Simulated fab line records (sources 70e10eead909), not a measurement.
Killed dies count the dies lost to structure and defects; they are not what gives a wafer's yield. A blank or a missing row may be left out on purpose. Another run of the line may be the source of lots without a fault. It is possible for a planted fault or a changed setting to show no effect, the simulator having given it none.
fab line records | flow nand_harc
[record] lots = 13 | wafers = 39 | last_day = 34
route steps=1302 shown P_GATE@148 P_CONTACT@218 P_M0@263
lots that met no fault: from a run of the same line without faults
start_h: start of the lot's first displayed wafer, in hours after the record's first day | wait_h: hours elapsed since this lot's preceding step | " as in the row above | L1.1+2: a row that stands for several wafers | - no value, or no start was given | * or withheld: withheld | < > ~ a bound
route shown NAME@n: a module of which the file shows steps, and the number in the route of the first | usual: the fault-free wafers' mean and standard deviation | same: alike in all rows | chamber/n: place in a boat | sites: each site's reading | _std_site: their standard deviation | _edge_site: outer sites' mean less inner sites' | radius_mm: for every site, how far away it sits from the centre of the wafer | mask NAME#n: copy n | behind: the most recent tool/chamber to have shaped the wafer | hold: what put the lot on hold/how long, in hours/how the hold closed | device: which transistor (n, p or np) failed to switch | end of line: the tests these same wafers got at the end of their route | a step with no rows: only its recipe | killed: count of dies lost to structure and defects at first sort (not the wafer's yield) | map: a wafer's dies, marking killed ones x, the rest . and places with no die _
set.NAME: the setting that was run; set.NAME@STEP: the one run at that earlier step | model.NAME: the simulator's own value behind a step, which no gauge read
route steps across a sampled set of lots; one table per step, one row per wafer
services: from which hour (start_h, from the record's first day; less than 0 if before it) a tool's chamber was out of use, for how many hours, and why
[[steps]]
[step NHARC_P_GATE_ETCH_114]
[recipe] target_depth_a = 300 | overetch_a = 30 | time_s = 16.5 | ion_energy_ev = 100 | cf4_flow_sccm = 80 | o2_flow_sccm = 20 | ar_flow_sccm = 0 | rf_w = 300 | bias_w = 100 | chemistry = CF4/O2
[usual] chamber_pressure_mTorr = 30.004/0.028 | drypump_motor_current_A = 5.5/0.35 | oes_f_703_au = 1.000/0.0046 | oes_o_777_au = 1.000/0.0043 | oes_product_au = 0.997/0.0074 | rf_vpp_V = 198.0/1.5 | showerhead_plenum_p_Torr = 1.34/0.055 | throttle_valve_pct = 13.396/0.0088
lot.wafer | tool        | chamber | start_h | wait_h | chamber_pressure_mTorr | drypump_motor_current_A | oes_f_703_au | oes_o_777_au | oes_product_au | rf_hours_counter_h | rf_vpp_V | showerhead_plenum_p_Torr | throttle_valve_pct
L190.4    | rie_diel-11 | 2       | 106     | -      | 29.993                 | 5.9                     | 1.000        | 1.005        | 1.012          | 1.5                | 197.2    | 1.28                     | 13.403
L190.2    | "           | 3       | "       | "      | 30.000                 | 5.4                     | 1.002        | 0.999        | 0.988          | 1.6                | 195.5    | 1.29                     | 13.404
L190.1    | "           | 1       | "       | "      | 30.023                 | 5.9                     | 0.995        | 1.010        | 0.995          | 1.1                | 198.4    | 1.33                     | 13.411
L192.3    | rie_diel-11 | 2       | 128     | -      | 30.000                 | 5.9                     | 0.999        | 0.994        | 0.999          | 3.2                | 197.4    | 1.28                     | 13.397
L192.1    | "           | 3       | "       | "      | 29.989                 | 5.4                     | 0.998        | 1.001        | 0.991          | 3.3                | 196.3    | 1.29                     | 13.393
L192.5    | "           | 0       | "       | "      | 30.011                 | 5.9                     | 0.994        | 1.002        | 1.007          | -                  | 199.0    | 1.34                     | 13.388
L193.2    | rie_diel-01 | 3       | 143     | -      | 30.020                 | 5.7                     | 1.001        | 0.995        | 0.998          | 8.5                | 199.8    | 1.41                     | 13.383
L193.3    | "           | 1       | "       | "      | 30.013                 | 5.4                     | 1.001        | 0.998        | 1.000          | 6.7                | 199.3    | 1.41                     | 13.399
L193.4    | "           | 3       | "       | "      | 30.080                 | 5.7                     | 0.993        | 0.999        | 0.996          | -                  | 199.1    | 1.41                     | 13.385
L194.4    | rie_diel-03 | 3       | 150     | -      | 29.992                 | 5.1                     | 1.008        | 1.004        | 1.002          | 1.3                | 199.4    | 1.35                     | 13.401
L194.1    | "           | 2       | "       | "      | 30.091                 | 5.3                     | 1.000        | 1.001        | 0.993          | 1.2                | 196.0    | 1.25                     | 13.386
L194.5    | "           | 3       | "       | "      | 30.008                 | 5.1                     | 1.007        | 1.005        | 0.998          | -                  | 198.0    | 1.35                     | 13.383
L195.3    | rie_diel-11 | 2       | 158     | -      | 30.034                 | 5.9                     | 1.002        | 0.992        | 0.997          | 4.0                | 198.4    | 1.28                     | 13.401
L195.4    | "           | 1       | "       | "      | 30.002                 | 5.9                     | 1.001        | 0.999        | 0.982          | 3.5                | 197.1    | 1.33                     | 13.402
L195.5    | "           | 2       | "       | "      | 30.002                 | 5.9                     | 1.005        | 0.996        | 1.000          | -                  | 196.5    | 1.28                     | 13.406
L196.2    | rie_diel-01 | 2       | 174     | -      | 30.016                 | 5.6                     | 0.999        | 1.004        | 0.986          | 9.8                | 197.8    | 1.32                     | 13.394
L196.6    | "           | 1       | "       | "      | 29.973                 | 5.4                     | 1.003        | 1.006        | 1.002          | -                  | 198.3    | 1.41                     | 13.387
L196.5    | "           | 2       | "       | "      | 29.998                 | 5.6                     | 1.004        | 0.999        | 0.993          | -                  | 199.7    | 1.32                     | 13.403
L197.1    | rie_diel-11 | 1       | 179     | -      | 30.015                 | 6.0                     | 1.008        | 1.005        | 0.996          | 3.8                | 197.8    | 1.33                     | 13.388
L197.2    | "           | 3       | "       | "      | 30.054                 | 5.4                     | 1.000        | 0.994        | 0.992          | 4.2                | 197.3    | 1.29                     | 13.393
L197.6    | "           | 0       | "       | "      | 29.984                 | 5.9                     | 0.996        | 0.997        | 1.003          | -                  | 197.6    | 1.34                     | 13.394
L198.1    | rie_diel-03 | 2       | 188     | -      | 30.046                 | 5.3                     | 0.994        | 0.997        | 0.990          | 4.9                | 193.4    | 1.25                     | 13.389
L198.2    | "           | 3       | "       | "      | 29.975                 | 5.1                     | 1.002        | 1.006        | 1.009          | 4.6                | 196.3    | 1.35                     | 13.403
L198.6    | "           | 2       | "       | "      | 30.062                 | 5.3                     | 0.998        | 0.994        | 0.994          | -                  | 195.7    | 1.25                     | 13.400
L200.2    | rie_diel-11 | 0       | 208     | -      | 29.964                 | 5.9                     | 0.995        | 1.004        | 1.007          | 5.9                | 197.7    | 1.34                     | 13.400
L200.1    | "           | 1       | "       | "      | 30.020                 | 6.0                     | 0.997        | 1.007        | 0.982          | 5.6                | 197.9    | 1.33                     | 13.389
L200.5    | "           | 0       | "       | "      | 29.973                 | 5.9                     | 0.996        | 0.999        | 1.003          | -                  | 198.6    | 1.34                     | 13.394
L204.4    | rie_diel-01 | 3       | 246     | -      | 29.944                 | 5.7                     | 0.999        | 1.001        | 0.992          | 1.6                | 200.2    | 1.41                     | 13.384
L204.3    | "           | 0       | "       | "      | 29.959                 | 4.9                     | 0.998        | 0.997        | 0.986          | 1.8                | 199.7    | 1.42                     | 13.389
L204.2    | "           | 2       | "       | "      | 30.022                 | 5.7                     | 0.999        | 0.999        | 0.984          | 1.6                | 197.4    | 1.32                     | 13.398
L203.4    | rie_diel-11 | 2       | 247     | -      | 29.992                 | 5.9                     | 1.001        | 0.998        | 0.998          | 7.5                | 196.5    | 1.28                     | 13.405
L203.2    | "           | 0       | "       | "      | 30.004                 | 5.9                     | 0.994        | 1.000        | 0.923          | 7.5                | 197.5    | 1.34                     | 13.382
L203.5    | "           | 1       | "       | "      | 29.975                 | 5.9                     | 0.993        | 0.997        | 1.002          | -                  | 198.3    | 1.33                     | 13.393
L211.2    | rie_diel-01 | 3       | 322     | -      | 29.999                 | 5.7                     | 0.997        | 0.996        | 0.997          | 7.1                | 199.3    | 1.41                     | 13.384
L211.5    | "           | 1       | "       | "      | 30.016                 | 5.4                     | 1.001        | 1.007        | 1.001          | -                  | 199.4    | 1.41                     | 13.373
L211.6    | "           | 2       | "       | "      | 30.008                 | 5.7                     | 1.007        | 1.001        | 0.987          | -                  | 197.5    | 1.32                     | 13.393
L212.1    | rie_diel-01 | 0       | 324     | -      | 30.021                 | 4.9                     | 0.996        | 1.004        | 0.993          | 7.3                | 200.2    | 1.42                     | 13.394
L212.4    | "           | 2       | "       | "      | 29.985                 | 5.6                     | 1.000        | 1.003        | 0.996          | 6.5                | 197.9    | 1.32                     | 13.392
L212.5    | "           | 3       | "       | "      | 30.018                 | 5.7                     | 1.000        | 0.997        | 0.991          | -                  | 200.1    | 1.41                     | 13.406
[step NHARC_P_CONTACT_DEP_00]
[recipe] target_thk_a = 5000 | temp_c = 400 | pressure_torr = 6.5 | rf_w = 900 | teos_flow_sccm = 161.4 | flow_sccm = 2650 | target_thk_nm = 500 | gas = O2 | material = SiO2
[usual] heater_power_w = 535/80 | throttle_valve_pct = 15.9/0.53
lot.wafer | tool     | chamber | start_h | wait_h | heater_power_w | throttle_valve_pct
L190.2    | pecvd-01 | 0       | -       | -      | 602            | 15.7
L190.1    | "        | 1       | "       | "      | 458            | 16.6
L190.4    | "        | 2       | "       | "      | 498            | 15.8
L192.1    | pecvd-03 | 2       | -       | -      | 553            | 16.4
L192.3    | "        | 0       | "       | "      | 685            | 16.6
L192.5    | "        | 1       | "       | "      | 554            | 15.7
L193.2    | pecvd-01 | 0       | -       | -      | 514            | 15.7
L193.3    | "        | 1       | "       | "      | 436            | 16.2
L193.4    | "        | 2       | "       | "      | 485            | 15.8
L194.1    | pecvd-03 | 2       | -       | -      | 586            | 16.5
L194.5    | "        | 1       | "       | "      | 556            | 15.8
L194.4    | "        | 2       | "       | "      | 445            | 16.5
L195.3    | pecvd-01 | 1       | -       | -      | 433            | 16.5
L195.5    | "        | 1       | "       | "      | 454            | 16.3
L195.4    | "        | 2       | "       | "      | 553            | 15.7
L196.2    | pecvd-04 | 2       | -       | -      | 451            | 16.1
L196.6    | "        | 2       | "       | "      | 475            | 15.9
L196.5    | "        | 1       | "       | "      | 440            | 15.5
L197.1    | pecvd-04 | 0       | -       | -      | 592            | 15.3
L197.2    | "        | 2       | "       | "      | 472            | 16.2
L197.6    | "        | 0       | "       | "      | 620            | 15.2
L198.1    | pecvd-04 | 2       | -       | -      | 384            | 16.3
L198.2    | "        | 0       | "       | "      | 607            | 15.4
L198.6    | "        | 2       | "       | "      | 418            | 16.3
L200.1    | pecvd-01 | 1       | -       | -      | 490            | 16.6
L200.2    | "        | 2       | "       | "      | 498            | 15.7
L200.5    | "        | 2       | "       | "      | 511            | 15.5
L204.2    | pecvd-01 | 2       | -       | -      | 565            | 15.6
L204.3    | "        | 1       | "       | "      | 403            | 16.5
L204.4    | "        | 2       | "       | "      | 417            | 15.6
L203.4    | pecvd-03 | 1       | -       | -      | 504            | 15.1
L203.5    | "        | 2       | "       | "      | 517            | 16.7
L212.1    | pecvd-04 | 2       | -       | -      | 524            | 15.9
L212.4    | "        | 0       | "       | "      | 639            | 15.0
L212.5    | "        | 2       | "       | "      | 536            | 15.9
L211.2    | pecvd-01 | 1       | -       | -      | 470            | 16.1
L211.6    | "        | 0       | "       | "      | 725            | 15.8
L211.5    | "        | 1       | "       | "      | 491            | 16.1
[step NHARC_P_CONTACT_ETCH_36]
[recipe] target_depth_a = 2600 | over_etch_frac = 0.25 | time_s = 406.25 | ion_energy_ev = 200 | n2_flow_sccm = 150 | h2_flow_sccm = 150 | ar_flow_sccm = 0 | rf_w = 400 | bias_w = 150 | chemistry = N2/H2
[usual] chamber_pressure_mTorr = 30.000/0.027 | drypump_motor_current_A = 5.8/0.56 | oes_product_au = 0.999/0.0077 | rf_vpp_V = 429.5/1.9 | showerhead_plenum_p_Torr = 2.00/0.063 | throttle_valve_pct = 14.172/0.0097
lot.wafer | tool        | chamber | start_h | wait_h | chamber_pressure_mTorr | drypump_motor_current_A | oes_product_au | rf_hours_counter_h | rf_vpp_V | showerhead_plenum_p_Torr | throttle_valve_pct
L190.4    | rie_diel-10 | 2       | -       | -      | 30.011                 | 6.1                     | 0.994          | 1.9                | 428.6    | 1.94                     | 14.181
L190.1    | "           | 3       | "       | "      | 30.016                 | 5.1                     | 0.991          | 2.0                | 431.0    | 2.09                     | 14.177
L190.2    | "           | 1       | "       | "      | 30.027                 | 5.1                     | 0.999          | 2.0                | 430.2    | 2.02                     | 14.194
L192.3    | rie_diel-06 | 0       | -       | -      | 30.034                 | 5.4                     | 0.992          | 0.2                | 428.1    | 1.97                     | 14.168
L192.1    | "           | 1       | "       | "      | 29.943                 | 6.6                     | 1.003          | 0.2                | 429.6    | 1.99                     | 14.174
L192.5    | "           | 0       | "       | "      | 30.023                 | 5.4                     | 1.009          | -                  | 429.9    | 1.97                     | 14.167
L193.4    | rie_diel-12 | 1       | -       | -      | 29.993                 | 5.6                     | 1.011          | 3.9                | 425.9    | 1.90                     | 14.161
L193.3    | "           | 3       | "       | "      | 29.997                 | 5.7                     | 1.002          | 3.2                | 429.2    | 1.97                     | 14.177
L193.2    | "           | 0       | "       | "      | 29.945                 | 6.5                     | 1.012          | 3.7                | 428.6    | 1.98                     | 14.169
L194.1    | rie_diel-06 | 1       | -       | -      | 30.042                 | 6.6                     | 0.996          | 0.7                | 429.9    | 1.99                     | 14.181
L194.4    | "           | 2       | "       | "      | 29.988                 | 6.5                     | 0.989          | 0.6                | 428.3    | 1.91                     | 14.163
L194.5    | "           | 2       | "       | "      | 30.015                 | 6.5                     | 0.985          | -                  | 427.9    | 1.91                     | 14.164
L195.3    | rie_diel-10 | 2       | -       | -      | 30.011                 | 6.1                     | 0.988          | 3.3                | 429.2    | 1.94                     | 14.173
L195.4    | "           | 3       | "       | "      | 30.017                 | 5.1                     | 0.992          | 3.2                | 431.2    | 2.09                     | 14.180
L195.5    | "           | 2       | "       | "      | 30.022                 | 6.1                     | 0.993          | -                  | 428.5    | 1.94                     | 14.181
L196.2    | rie_diel-06 | 0       | -       | -      | 30.012                 | 5.4                     | 0.996          | 1.5                | 429.4    | 1.97                     | 14.164
L196.6    | "           | 0       | "       | "      | 30.008                 | 5.4                     | 0.999          | -                  | 427.8    | 1.97                     | 14.191
L196.5    | "           | 1       | "       | "      | 30.003                 | 6.6                     | 0.999          | -                  | 428.6    | 1.99                     | 14.176
L197.2    | rie_diel-12 | 2       | -       | -      | 30.007                 | 5.7                     | 1.005          | 6.3                | 431.6    | 2.10                     | 14.162
L197.1    | "           | 1       | "       | "      | 30.046                 | 5.6                     | 1.005          | 6.8                | 426.0    | 1.90                     | 14.163
L197.6    | "           | 3       | "       | "      | 29.999                 | 5.7                     | 0.999          | -                  | 428.7    | 1.97                     | 14.157
L198.2    | rie_diel-10 | 1       | -       | -      | 29.990                 | 5.1                     | 1.005          | 4.4                | 431.1    | 2.02                     | 14.165
L198.1    | "           | 2       | "       | "      | 30.053                 | 6.1                     | 1.000          | 4.2                | 427.9    | 1.94                     | 14.173
L198.6    | "           | 0       | "       | "      | 30.024                 | 6.2                     | 1.007          | -                  | 429.8    | 2.01                     | 14.170
L200.1    | rie_diel-10 | 0       | -       | -      | 29.993                 | 6.1                     | 0.990          | 5.1                | 429.9    | 2.01                     | 14.170
L200.2    | "           | 3       | "       | "      | 30.017                 | 5.1                     | 0.996          | 4.9                | 433.9    | 2.09                     | 14.177
L200.5    | "           | 0       | "       | "      | 29.997                 | 6.2                     | 0.994          | -                  | 428.5    | 2.01                     | 14.167
L204.3    | rie_diel-12 | 2       | -       | -      | 29.959                 | 5.7                     | 0.996          | 10.9               | 431.4    | 2.10                     | 14.163
L204.2    | "           | 0       | "       | "      | 29.991                 | 6.4                     | 1.010          | 7.6                | 429.6    | 1.98                     | 14.163
L204.4    | "           | 1       | "       | "      | 30.028                 | 5.6                     | 1.017          | 11.1               | 425.2    | 1.89                     | 14.178
L203.4    | rie_diel-12 | 2       | -       | -      | 30.049                 | 5.7                     | 1.001          | 11.1               | 433.1    | 2.10                     | 14.172
L203.5    | "           | 1       | "       | "      | 29.983                 | 5.6                     | 1.000          | -                  | 427.0    | 1.89                     | 14.164
L212.4    | rie_diel-12 | 3       | -       | -      | 30.000                 | 5.8                     | 0.997          | 4.6                | 428.2    | 1.96                     | 14.171
L212.1    | "           | 1       | "       | "      | 29.990                 | 5.6                     | 1.002          | 3.5                | 426.0    | 1.89                     | 14.167
L212.5    | "           | 2       | "       | "      | 30.029                 | 5.7                     | 1.005          | -                  | 431.6    | 2.10                     | 14.183
L211.2    | rie_diel-06 | 0       | -       | -      | 29.989                 | 5.4                     | 1.004          | 1.5                | 426.7    | 1.97                     | 14.174
L211.5    | "           | 1       | "       | "      | 30.017                 | 6.6                     | 1.002          | -                  | 428.5    | 1.99                     | 14.174
L211.6    | "           | 2       | "       | "      | 29.949                 | 6.5                     | 1.000          | -                  | 426.5    | 1.91                     | 14.163
[step NHARC_P_M0_CD_MEAS_09]
[recipe] target_cd_nm = 90 | landing_energy_ev = 500
[usual] cd_nm = 89.9/0.54
lot.wafer | tool      | chamber | start_h | wait_h | cd_nm
L190.1    | cd_sem-01 | 0       | 129.58  | -      | 89.1
L190.2    | "         | 0       | "       | "      | 89.6
L190.4    | "         | 0       | "       | "      | 90.0
L192.1    | cd_sem-03 | 0       | 154.96  | -      | 89.7
L192.3    | "         | 0       | "       | "      | 89.9
L192.5    | "         | 0       | "       | "      | 90.2
L193.2    | cd_sem-03 | 0       | 167.23  | -      | 90.2
L193.3    | "         | 0       | "       | "      | 89.4
L193.4    | "         | 0       | "       | "      | 89.6
L194.1    | cd_sem-03 | 0       | 173.71  | -      | 90.2
L194.4    | "         | 0       | "       | "      | 89.4
L194.5    | "         | 0       | "       | "      | 90.2
L195.3    | cd_sem-01 | 0       | 181.74  | -      | 89.9
L195.4    | "         | 0       | "       | "      | 88.7
L195.5    | "         | 0       | "       | "      | 90.0
L196.2    | cd_sem-01 | 0       | 198.36  | -      | 90.3
L196.5    | "         | 0       | "       | "      | 90.1
L196.6    | "         | 0       | "       | "      | 90.7
L197.1    | cd_sem-01 | 0       | 202.80  | -      | 90.2
L197.2    | "         | 0       | "       | "      | 89.9
L197.6    | "         | 0       | "       | "      | 89.7
L198.1    | cd_sem-02 | 0       | 211.75  | -      | 90.0
L198.2    | "         | 0       | "       | "      | 90.7
L198.6    | "         | 0       | "       | "      | 90.2
L200.1    | cd_sem-03 | 0       | 232.59  | -      | 89.0
L200.2    | "         | 0       | "       | "      | 89.1
L200.5    | "         | 0       | "       | "      | 89.5
L204.2    | cd_sem-03 | 0       | 270.91  | -      | 90.4
L204.3    | "         | 0       | "       | "      | 90.0
L204.4    | "         | 0       | "       | "      | 90.4
L203.4    | cd_sem-02 | 0       | 271.16  | -      | 89.9
L203.5    | "         | 0       | "       | "      | 89.6
L212.1    | cd_sem-02 | 0       | 347.45  | -      | 89.6
L212.4    | "         | 0       | "       | "      | 90.8
L212.5    | "         | 0       | "       | "      | 90.2
L211.2    | cd_sem-02 | 0       | 348.32  | -      | 89.1
L211.5    | "         | 0       | "       | "      | 89.1
L211.6    | "         | 0       | "       | "      | 89.1
[[services]]
tool        | chamber | start_h | hours | kind
rie_diel-01 | 3       | 87.55   | 2.7   | repair
pecvd-04    | 0       | 87.74   | 10.1  | repair
rie_diel-12 | -       | 91.40   | 9.0   | pm
pecvd-01    | -       | 130.15  | 13.0  | pm
rie_diel-12 | 1       | 149.45  | 3.0   | repair
rie_diel-12 | 1       | 169.77  | 3.3   | repair
rie_diel-11 | 1       | 179.52  | 4.2   | repair
rie_diel-12 | 2       | 184.76  | 5.8   | repair
rie_diel-11 | 3       | 189.08  | 8.6   | repair
rie_diel-12 | 0       | 192.95  | 20.5  | repair
rie_diel-01 | -       | 196.79  | 0.6   | repair
rie_diel-11 | 3       | 202.24  | 6.2   | repair
rie_diel-01 | -       | 203.83  | 9.0   | pm
rie_diel-12 | -       | 240.24  | 1.0   | repair
rie_diel-11 | -       | 255.53  | 9.0   | pm
rie_diel-01 | 3       | 260.05  | 2.4   | repair
pecvd-01    | 1       | 266.02  | 4.1   | repair
rie_diel-12 | -       | 268.40  | 9.0   | pm
rie_diel-01 | 0       | 271.69  | 7.7   | repair
pecvd-01    | 2       | 309.25  | 8.3   | repair
pecvd-01    | -       | 311.15  | 13.0  | pm
rie_diel-12 | 3       | 311.97  | 2.8   | repair
rie_diel-01 | -       | 321.52  | 0.3   | repair
rie_diel-11 | 3       | 330.17  | 27.5  | repair
[[key]]
[first_sign] step = NHARC_P_GATE_ETCH_114 | reading = oes_product_au | direction = down | sigmas = 10 | usual = 0.997 | struck = 0.923
effect none on later readings
met_at NHARC_P_GATE_ETCH_114
struck_lots L203
struck_wafers L203.2
later_rows_left_out L203.2
sort_left_out L203.2
tester_left_out L203
not_acting_at NHARC_P_CONTACT_DEP_00,NHARC_P_CONTACT_ETCH_36,NHARC_P_M0_CD_MEAS_09
onset_between 208 247
[fault] kind = process_parameter_drift | tool = rie_diel-11 | chamber = 0 | onset_h = 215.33 | steps = NHARC_P_GATE_ETCH_114 | channel = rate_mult | offset = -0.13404 | shape = step | end_h = 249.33
// tester_left_out: of these lots the tester's yield and bins aren't shown, on N5 and GAA mostly nor the transistor test; their killed dies are dies lost to structure and defects alone, not to doping, threshold or leakage, so they don't give the yield
// sort_left_out: the simulated sort isn't trusted on such a fault, so these wafers' sort isn't shown, and their yield isn't known
// later_rows_left_out: the simulator's readings of these wafers behind a module that went badly wrong aren't trusted and aren't shown, but for the sort
